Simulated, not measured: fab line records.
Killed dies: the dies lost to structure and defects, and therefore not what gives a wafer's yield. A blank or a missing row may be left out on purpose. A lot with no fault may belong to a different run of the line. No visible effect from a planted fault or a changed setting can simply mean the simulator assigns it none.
Problem report, 8D (eight disciplines) form, completed by code || flow n5 finfet || the parts of the form that need people (team, actions taken, sign-off) are left out

## 1. WHAT WENT WRONG
Wafers without a fault read 93.3 nm, standard deviation 0.61; cd nm at N5_HKMG_FIN_CD_MEAS_12 reads a mean of 97.7 nm on 2 wafers belonging to 2 lots. That puts it +7.1 standard deviations away from the usual mean.
The step: target cd 92.8 nm.
First seen on wafer L893.1, day 6 07:29, on cd sem-03. The record holds 29 wafers of 10 lots with a number at this step. Rule for "out" (also "out of limits"): further than 4 standard deviations from the usual mean. The rest of the wafers with a number are treated as sound.

## 2. WHAT IT IS, AND WHAT IT ISN'T
{"question": "which readings at this step", "is": "cd nm", "is not": "-"}
{"question": "which lots", "is": "L893, L894", "is not": "L885, L887, L888, L899, L902, L906, L907, L908"}
{"question": "which wafers of those lots", "is": "L893.1, L894.5", "is not": "L893.3, L893.4, L894.4"}
{"question": "read on which gauges", "is": "cd sem-03", "is not": "cd sem-01, cd sem-02"}
{"question": "when", "is": "from day 6 07:29", "is not": "up to then (11 sound wafers); but 16 sound wafers of L894, L899, L902, L906, L907, L908 came after"}

## 3. WHAT RULES OUT EACH SUSPECT
Counting: if a tool at a process step up to the reading ran every lot that is out, it stays a suspect. Sound lots after the first of them don't rule it out here, since some wafers of a struck lot are sound.
- the gauge at N5_HKMG_FIN_CD_MEAS_12: kept. All the wafers that are out were read on cd sem-03, and no step on other tools shows them out.
- litho track-04 at N5_HKMG_FIN_PEB_10 (peb time 60 s): kept. Ran every lot that is out, first one L893 (day 6 07:25); last sound lot up to then L888 (day 4 22:17).
Left after counting: litho track-04 at N5_HKMG_FIN_PEB_10, cd sem-03 at N5_HKMG_FIN_CD_MEAS_12.

## 4. THE CAUSE (what the simulator had put in)
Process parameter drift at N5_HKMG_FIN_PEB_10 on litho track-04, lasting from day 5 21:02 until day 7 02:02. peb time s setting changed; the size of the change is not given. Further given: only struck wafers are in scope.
This tool is one of the 2 suspects left after counting.

## 5. THE CHAIN OF EFFECTS, in route order
Rows list readings where the struck wafers' mean (over those with a number) sits beyond 3 standard deviations from the usual. Scope: only readings with a usual standard deviation given in the record; hours: median across lots of the time from each lot's start at the first step in this table that gives one to its start at this step; sigmas: change in usual standard deviations.
{"hours": 0, "step": "N5_HKMG_FIN_CD_MEAS_12", "reading": "cd nm", "usual": "93.3 nm", "on struck wafers": 97.7, "change": "+4.4", "sigmas": "+7.1"}
Later steps that measure or inspect, where all struck wafers having a row at the step show a number for every such reading and not one has moved that far: N5_BEOL_M4_RC_MEAS_101.

## 6. HOW IT WOULD HAVE BEEN CAUGHT EARLIER
Counted from the fault's start at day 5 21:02, it took 10 hours until the first out-of-limits reading at a measuring or inspecting step in this record, taken at day 6 07:29.
Among the 2 lots that are out, L894 began N5_HKMG_FIN_PEB_10 on litho track-04 after day 6 07:29. It would have been spared by a hold on the tool at that moment.
